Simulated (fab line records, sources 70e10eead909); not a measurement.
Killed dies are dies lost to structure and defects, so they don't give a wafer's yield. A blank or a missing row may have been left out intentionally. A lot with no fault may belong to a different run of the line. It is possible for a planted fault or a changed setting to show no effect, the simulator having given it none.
Chamber matching	flow nand_harc	pecvd-01 running NHARC_P_M2_DEP_33: 3 sister chambers
The step deposits SiCN, target thk 30 nm. 6 wafers are shown with their chamber, then 12 later ones without.

== WAFERS, EACH WITH ITS CHAMBER ==
wafer	chamber	heater_power_w (W)	heater_power_outer_w (W)
L086.4	1	654	371
L088.3	1	570	306
L088.6	2	686	392
L091.3	0	516	284
L091.4	2	652	371
L091.5	0	525	274

== WAFERS WITH NO CHAMBER GIVEN ==
wafer	heater_power_w (W)	heater_power_outer_w (W)
L094.1	586	337
L094.3	602	349
L094.6	596	326
L095.1	663	374
L095.4	604	341
L095.5	659	384
L096.2	612	335
L096.4	594	345
L096.5	615	339
L097.1	613	338
L097.3	567	314
L097.5	551	320

== CHAMBER TAKEN BY EACH ==
wafer	from the rows above	in truth
L094.1	1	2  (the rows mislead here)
L094.3	can't be placed: 1 or 2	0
L094.6	1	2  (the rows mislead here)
L095.1	can't be placed: 2 or 1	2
L095.4	1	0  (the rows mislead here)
L095.5	can't be placed: 2 or 1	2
L096.2	1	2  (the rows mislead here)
L096.4	can't be placed: 1 or 2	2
L096.5	1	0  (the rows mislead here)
L097.1	1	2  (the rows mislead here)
L097.3	can't be placed: 1 or 0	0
L097.5	can't be placed: 0 or 1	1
Correct placement for 0 of the 12. These rows do not allow placing 6 (true chamber among the candidates in 5). Placed wrongly: 6.
How it was worked out, from the rows above alone: a wafer's distance from a chamber is the root of the sum, over the readings, of the square of ((its reading less the chamber's mean) divided by the reading's scatter). The wafer belongs to the nearest chamber; if the next one is less than 2 further off, it can't be placed. For every chamber, the mean is computed from those of its wafers that are shown. The scatter is the square root of a quotient: the sum, over the shown wafers, of each reading's squared deviation from its chamber's mean, divided by wafers minus chambers.
